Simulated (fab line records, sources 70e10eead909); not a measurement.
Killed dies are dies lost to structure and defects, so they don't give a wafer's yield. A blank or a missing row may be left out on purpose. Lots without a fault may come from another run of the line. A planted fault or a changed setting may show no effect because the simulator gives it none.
fab line records | flow nand_harc | part 2 of 2: steps 5 to 6 of 6
record lots=21 wafers=63 last_day=34
route steps=1302 shown A_CHANNEL_HOLE_D2@587 A_CHANNEL_FILL_D2@620
lots that met no fault: from a run of the same line without faults
start_h: hours from the record's first day to the start of the lot's first wafer shown | wait_h: hours since the lot's step before | " the same as in the row above | L1.1+2: a row that stands for several wafers | - no value, or no start given | * or withheld: withheld | < > ~ a bound
route shown NAME@n: a module of which the file shows steps, and the number in the route of the first | usual: mean/standard deviation of fault-free wafers | same: alike in all rows | chamber/n: place in a boat | sites: the reading at each site | _std_site: their standard deviation | _edge_site: outer sites' mean less inner sites' | radius_mm: how far each site lies from the wafer's centre | mask NAME#n: copy n | behind: the tool/chamber that last shaped the wafer | hold: why the lot was held/for how many hours/how that ended | device: the transistor (n, p or np) that didn't switch | end of line: the same wafers' tests at the end of the route | a step without rows: its recipe alone | killed: dies lost to structure and defects at the first sort, not the wafer's yield | map: a wafer's dies, x killed, . not, _ none there
set.NAME: the setting as run; set.NAME@STEP: as run at that earlier step | model.NAME: the simulator's own value behind a step, which no gauge read
steps of the route over a sample of lots; a table a step, a row a wafer
services: from which hour (start_h, from the record's first day; less than 0 if before it) a tool's chamber was out of use, for how many hours, and why
## steps
# step NHARC_A_CHANNEL_FILL_D2_ETCHBACK_08
# recipe target_depth_a=2200 time_s=110 c4f8_flow_sccm=20 ar_flow_sccm=withheld rf_w=600 bias_w=300 chemistry=C4F8
# usual oes_product_au=0.97/0.035 rf_vpp_V=440.8/2.1
# columns lot.wafer tool chamber start_h wait_h oes_product_au rf_hours_counter_h rf_vpp_V
L074.1 rie_diel-01 3 - - 0.96 2 442.6
L074.2 " 1 " " 0.93 2 441.7
L074.6 " 0 " " 0.96 - 443.7
L075.2 rie_diel-06 3 - - 0.99 1 439.0
L075.1 " 1 " " 0.99 1 441.7
L075.6 " 0 " " 1.01 - 439.2
L076.4 rie_diel-01 2 - - 1.02 3 439.6
L076.3 " 1 " " 0.97 2 440.0
L076.5 " 2 " " 1.00 - 441.6
L078.2 rie_diel-06 0 - - 1.00 1 439.0
L078.5 " 0 " " 1.01 - 438.6
L078.6 " 2 " " 1.00 - 440.4
L077.1 rie_diel-01 3 - - 0.93 3 441.0
L077.2 " 1 " " 0.92 4 438.9
L077.4 " 2 " " 0.94 4 438.8
L079.2 rie_diel-06 0 - - 0.94 2 439.2
L079.3 " 2 " " 0.93 1 441.0
L079.4 " 3 " " 0.93 2 437.7
L080.2 rie_diel-06 2 - - 1.01 2 441.5
L080.4 " 3 " " 0.99 2 437.6
L080.6 " 1 " " 1.00 - 442.0
L081.1 rie_diel-06 0 - - 0.93 3 440.8
L081.6 " 3 " " 0.93 - 437.5
L081.5 " 0 " " 0.92 - 439.1
L083.3 rie_diel-06 2 - - 0.93 3 441.4
L083.1 " 3 " " 0.91 3 439.1
L083.5 " 3 " " 0.92 - 438.0
L082.4 rie_diel-01 3 - - 0.93 0 442.9
L082.1 " 0 " " 0.93 1 446.8
L082.5 " 2 " " 0.92 - 439.9
L085.2 rie_diel-01 3 - - 0.96 1 440.6
L085.3 " 1 " " 1.00 1 439.4
L085.5 " 0 " " 0.99 - 445.6
L086.4 rie_diel-01 3 - - 0.98 1 440.6
L086.2 " 2 " " 1.00 1 440.1
L086.5 " 3 " " 0.98 - 441.7
L089.1 rie_diel-06 1 - - 1.01 1 441.9
L089.5 " 1 " " 1.00 - 442.2
L089.6 " 3 " " 1.01 - 437.8
L090.3 rie_diel-01 0 - - 1.00 2 445.0
L090.1 " 1 " " 1.00 2 440.3
L090.5 " 0 " " 1.02 - 445.0
L091.4 rie_diel-01 1 - - 0.99 3 439.8
L091.6 " 0 " " 0.99 - 443.9
L091.5 " 1 " " 0.98 - 438.2
L093.2 rie_diel-06 0 - - 0.93 1 439.6
L093.6 " 2 " " 0.91 - 440.7
L093.5 " 3 " " 0.94 - 436.6
L092.1 rie_diel-01 0 - - 1.01 3 444.2
L092.3 " 1 " " 1.01 3 441.0
L092.5 " 3 " " 1.03 - 442.4
L094.2 rie_diel-01 3 - - 0.98 3 441.0
L094.3 " 1 " " 0.97 4 439.0
L094.5 " 2 " " 0.97 - 439.9
L096.4 rie_diel-06 2 - - 0.98 2 440.7
L096.1 " 3 " " 1.01 2 440.0
L096.6 " 2 " " 1.00 - 441.1
L097.3 rie_diel-02 0 - - 0.99 29 440.8
L097.4 " 2 " " 1.00 29 437.8
L097.2 " 3 " " 1.01 30 445.0
L095.4 rie_diel-06 0 - - 0.92 2 439.8
L095.1 " 1 " " 0.93 2 440.6
L095.6 " 3 " " 0.95 - 438.8
# step NHARC_A_CHANNEL_FILL_D2_STRIP_29
# recipe time_s=20 o2_flow_sccm=500 ar_flow_sccm=0 bias_w=0 chemistry=O2
# usual drypump_motor_current_A=5.7/0.44 oes_product_au=1.001/0.01 rf_vpp_V=57.8/0.89 showerhead_plenum_p_Torr=3.53/0.11 throttle_valve_pct=17.035/0.0098
# columns lot.wafer tool chamber start_h wait_h drypump_motor_current_A oes_product_au rf_hours_counter_h rf_vpp_V showerhead_plenum_p_Torr throttle_valve_pct
L074.1 rie_diel-01 1 - - 5.1 0.979 2 55.7 3.45 17.041
L074.2 " 3 " " 6.2 1.000 2 57.7 3.58 17.049
L074.6 " 1 " " 5.1 0.978 - 58.1 3.45 17.036
L075.1 rie_diel-06 0 - - 5.9 1.003 1 55.9 3.45 17.029
L075.2 " 1 " " 5.9 1.003 1 59.4 3.60 17.048
L075.6 " 2 " " 6.2 1.007 - 57.5 3.52 17.022
L076.3 rie_diel-01 0 - - 5.5 1.005 3 56.8 3.76 17.044
L076.4 " 1 " " 5.1 0.984 3 58.6 3.45 17.026
L076.5 " 3 " " 6.2 1.006 - 59.1 3.58 17.029
L078.2 rie_diel-06 1 373.72 0.2 5.9 1.000 2 59.1 3.60 17.032
L078.6 " 1 " " 5.8 1.002 - 59.3 3.60 17.032
L078.5 " 2 " " 6.2 1.017 - 57.0 3.52 17.027
L077.4 rie_diel-01 0 - - 5.6 0.998 4 59.1 3.76 17.032
L077.2 " 1 " " 5.1 0.985 4 58.3 3.45 17.028
L077.1 " 2 " " 6.1 1.005 4 57.5 3.50 17.042
L079.3 rie_diel-06 3 - - 5.0 1.005 2 55.4 3.39 17.042
L079.2 " 0 " " 5.9 1.003 2 57.1 3.45 17.014
L079.4 " 1 " " 5.8 1.007 2 58.4 3.60 17.033
L080.2 rie_diel-06 2 - - 6.2 1.011 2 56.8 3.52 17.048
L080.4 " 3 " " 5.0 1.006 2 56.6 3.39 17.036
L080.6 " 2 " " 6.2 1.009 - 58.0 3.52 17.028
L081.1 rie_diel-06 1 - - 5.8 1.000 3 58.6 3.60 17.023
L081.6 " 1 " " 5.9 1.010 - 57.9 3.60 17.026
L081.5 " 2 " " 6.2 1.015 - 57.1 3.52 17.051
L083.3 rie_diel-06 3 - - 5.0 1.011 3 57.4 3.39 17.056
L083.1 " 2 " " 6.2 1.005 3 57.0 3.52 17.055
L083.5 " 0 " " 5.9 1.015 - 57.9 3.45 17.043
L082.4 rie_diel-01 3 - - 6.2 0.996 0 58.6 3.58 17.041
L082.1 " 2 " " 6.1 0.986 1 56.7 3.50 17.029
L082.5 " 3 " " 6.2 0.984 - 58.0 3.58 17.022
L085.3 rie_diel-01 0 - - 5.6 1.002 1 57.8 3.76 17.030
L085.2 " 1 " " 5.1 1.003 1 56.5 3.45 17.031
L085.5 " 1 " " 5.1 0.995 - 58.2 3.45 17.017
L086.2 rie_diel-01 2 - - 6.1 0.993 1 56.4 3.50 17.017
L086.4 " 3 " " 6.2 1.010 1 57.3 3.58 17.026
L086.5 " 2 " " 6.1 0.987 - 58.0 3.50 17.022
L090.3 rie_diel-01 2 - - 6.1 0.987 3 56.6 3.50 17.035
L090.1 " 0 " " 5.5 0.990 2 57.9 3.76 17.026
L090.5 " 2 " " 6.2 0.974 - 58.3 3.50 17.040
L089.1 rie_diel-06 1 511.34 0.2 5.9 1.012 1 59.0 3.60 17.042
L089.5 " 3 " " 5.0 1.000 - 57.1 3.39 17.029
L089.6 " 1 " " 5.8 0.999 - 59.3 3.60 17.055
L091.4 rie_diel-01 1 - - 5.1 1.001 3 57.1 3.45 17.030
L091.6 " 3 " " 6.2 1.018 - 57.9 3.58 17.051
L091.5 " 0 " " 5.5 1.003 - 59.1 3.75 17.034
L093.2 rie_diel-06 2 - - 6.2 0.981 1 57.2 3.52 17.038
L093.6 " 3 " " 5.0 1.017 - 59.5 3.39 17.071
L093.5 " 0 " " 5.9 1.013 - 58.0 3.45 17.037
L092.3 rie_diel-01 1 - - 5.1 1.001 3 58.3 3.45 17.028
L092.1 " 2 " " 6.1 0.995 3 57.8 3.50 17.044
L092.5 " 1 " " 5.1 0.998 - 59.6 3.45 17.038
L094.3 rie_diel-01 1 - - 5.1 1.007 4 56.8 3.45 17.029
L094.2 " 2 " " 6.1 0.988 3 57.2 3.50 17.031
L094.5 " 1 " " 5.1 0.999 - 57.1 3.45 17.043
L096.4 rie_diel-06 1 - - 5.9 1.008 2 57.1 3.60 17.050
L096.1 " 0 " " 5.9 1.011 2 57.1 3.45 17.034
L096.6 " 2 " " 6.2 0.986 - 59.3 3.52 17.020
L097.3 rie_diel-02 0 - - 5.5 0.992 29 59.1 3.62 17.028
L097.2 " 2 " " 5.9 1.010 29 57.2 3.38 17.054
L097.4 " 3 " " 5.5 1.007 30 58.1 3.68 17.034
L095.4 rie_diel-06 2 - - 6.1 0.971 2 57.8 3.52 17.029
L095.1 " 1 " " 5.8 1.000 2 57.1 3.60 17.031
L095.6 " 3 " " 5.0 1.004 - 57.8 3.39 17.027
## services
# columns tool chamber start_h hours kind
rie_diel-04 - 278.39 0.8 repair
rie_diel-01 0 301.58 3.9 repair
rie_diel-01 1 302.73 5.7 repair
rie_diel-06 - 307.20 9.0 pm
har_etch-02 - 313.71 12.6 repair
rie_diel-06 - 319.12 0.9 repair
rie_diel-06 2 328.37 6.7 repair
rie_diel-06 2 341.84 3.6 repair
rie_diel-06 3 372.27 2.7 repair
rie_diel-01 - 380.80 9.0 pm
har_etch-02 - 383.53 17.0 pm
rie_diel-01 3 390.39 12.6 repair
rie_diel-01 - 414.60 1.6 repair
rie_diel-01 3 438.83 7.6 repair
rie_diel-06 3 441.26 20.0 repair
rie_diel-06 2 461.52 9.3 repair
har_etch-02 - 476.05 9.4 repair
rie_diel-01 1 480.50 3.4 repair
rie_diel-06 - 484.20 9.0 pm
rie_diel-06 0 510.20 13.7 repair
har_etch-02 - 527.17 2.2 repair
har_etch-02 - 531.11 12.9 repair
rie_diel-01 1 549.92 6.3 repair
rie_diel-01 - 557.80 9.0 pm
